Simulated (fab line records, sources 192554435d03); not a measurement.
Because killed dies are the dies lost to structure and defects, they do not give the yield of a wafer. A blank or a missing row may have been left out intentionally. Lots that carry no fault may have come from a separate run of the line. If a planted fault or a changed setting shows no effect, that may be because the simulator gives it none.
A struck lot beside a sound one -- flow n5_finfet -- 16 out of 1938 route steps
Sound: wafers L323.2, L323.3, L323.5. Struck: wafer L330.5 (left out: L330.3, a lot-mate that was not struck); the cause follows at the end.
For every step that has rows: the tool of each side, followed by ch and its chambers, followed by its first start. Under that, the readings that differ: sound wafers -- struck wafers -- difference of the means -- sigmas: that difference in standard deviations of wafers without a fault.
alike: readings whose means differ by less than 2 such deviations, and words and numbers that are the same on both sides. not compared: withheld readings, readings that some wafer has no value for, bounds like >300 that may hide the same value, and numbers for which the record gives no deviation and whose values overlap.
Wherever a step has rows on one side only, a row that says differs or no value, or a row with sigmas, the two part there. Numbers that have no deviation but don't overlap get no sigmas and don't part them. A reading missing from all wafers of one side parts the sides only when that side holds two or more wafers.

N5_BEOL_M0_TRENCH_ETCH_107: etches SiOC in C4F6/O2, target depth 32.8 nm, time 16.4 s.
  sound on rie_diel-05 ch 0,1,3, day 7 01:45; struck on rie_diel-01 ch 3, day 8 19:50
reading,sound,struck,difference,sigmas
C4F6_flow_sccm (sccm),9.93 10.02 10.01,10.05,+0.06,+2
  alike: bias_w, chamber_pressure_mTorr, drypump_motor_current_A, oes_product_au, rf_vpp_V, showerhead_plenum_p_Torr, throttle_valve_pct
  not compared: rf_hours_counter_h
then, 1 step without rows for these wafers: N5_BEOL_M0_STRIP_142 (strips in N2/H2, time 10 s).
N5_BEOL_M0_OCD_MEAS_108:
  sound on ocd-02, day 7 01:51; struck on ocd-02, day 8 19:57
  alike: trench_depth_nm
then, 5 steps without rows for these wafers: N5_BEOL_M0_HM_STRIP_129 (strips TiN in peroxide tin strip, target depth 17 nm, time 108 s); N5_BEOL_M0_SRD_130 (time 30 s); N5_BEOL_M0_ETCH_109 (etches SiCN in CH3F/O2, target depth 8 nm, overetch 2.4 nm, time 27.4 s); N5_BEOL_M0_STRIP_139 (strips in post etch residue remover, time 60 s); N5_BEOL_M0_SRD_111 (time 30 s).
N5_BEOL_M0_DEGAS_112: time 60 s.
  sound on pvd_sputter-03, day 7 02:11; struck on pvd_sputter-01, day 8 20:46
  alike: heater_power_w
then, 1 step without rows for these wafers: N5_BEOL_M0_PRE_CLEAN_113 (time 30 s).
N5_BEOL_M0_ALD_136: deposits TaN, pulse time 2 s, purge time 3 s, co reactant purge time 2 s.
  sound on ald_metal-01 ch 0,2, day 7 02:20; struck on ald_metal-02 ch 1, day 8 20:52
  alike: heater_power_w, mfc_carrier_sccm
N5_BEOL_M0_SURFACE_TREAT_137:
  sound on pvd_sputter-02, day 7 02:34; struck on pvd_sputter-01, day 8 21:09
  not compared: throttle_valve_pct
N5_BEOL_M0_CVD_115: deposits Co from CCTBA/H2, time 120 s.
  sound on cvd_co-02 ch 1,2, day 7 02:49; struck on cvd_co-02 ch 2, day 8 21:14
reading,sound,struck,difference,sigmas
run_length_s (s),143.2 143.1 142.7,248.1,+105.1,+99 or more
N5_BEOL_M0_SPUTTER_116: material Cu, target thk 4 nm, time 7.37 s.
  sound on pvd_sputter-03, day 7 03:06; struck on pvd_sputter-03, day 8 21:22
  alike: throttle_valve_pct
-- the record jumps here: 5 days lie between the struck wafers' starts before and after (it left off in module BEOL_M0 and takes up again in module BEOL_M4, whose first step shown is number 1111 of the route) --
N5_BEOL_M4_RC_MEAS_101:
  sound on prober-02 ch 0, day 10 20:46; struck on prober-02 ch 0, day 13 12:10
  alike: DIBL_N, DIBL_P, IOFF_N, IOFF_P, ION_N, ION_P, SS_N, SS_P, VT_N, VT_P
-- a jump in the record: the struck wafers' starts before and after are 5 days apart (it breaks off in module BEOL_M4 and resumes in module PASSIVATION, where the first step shown is number 1936 of the route) --
N5_PASSIVATION_PROBE_49:
  sound on prober-01, day 15 08:21; struck on prober-02, day 18 11:47
reading,sound,struck,difference,sigmas
killed_at_contacts,9 13 8,23,+13,+2
killed_short,24 32 34,55,+25,+3
  alike: defect_limited_yield, killed_at_M0_to_M3, killed_at_M4_up, killed_at_front_end, killed_at_other, killed_dies, killed_open, sort_bin_5_function, sort_bin_6_memory, sort_bin_8_speed, sort_n_pass, sort_yield_pct

## WHERE THEY PART
First at N5_BEOL_M0_TRENCH_ETCH_107; last, within this record, at N5_PASSIVATION_PROBE_49.

WHY: the cause the simulator had injected
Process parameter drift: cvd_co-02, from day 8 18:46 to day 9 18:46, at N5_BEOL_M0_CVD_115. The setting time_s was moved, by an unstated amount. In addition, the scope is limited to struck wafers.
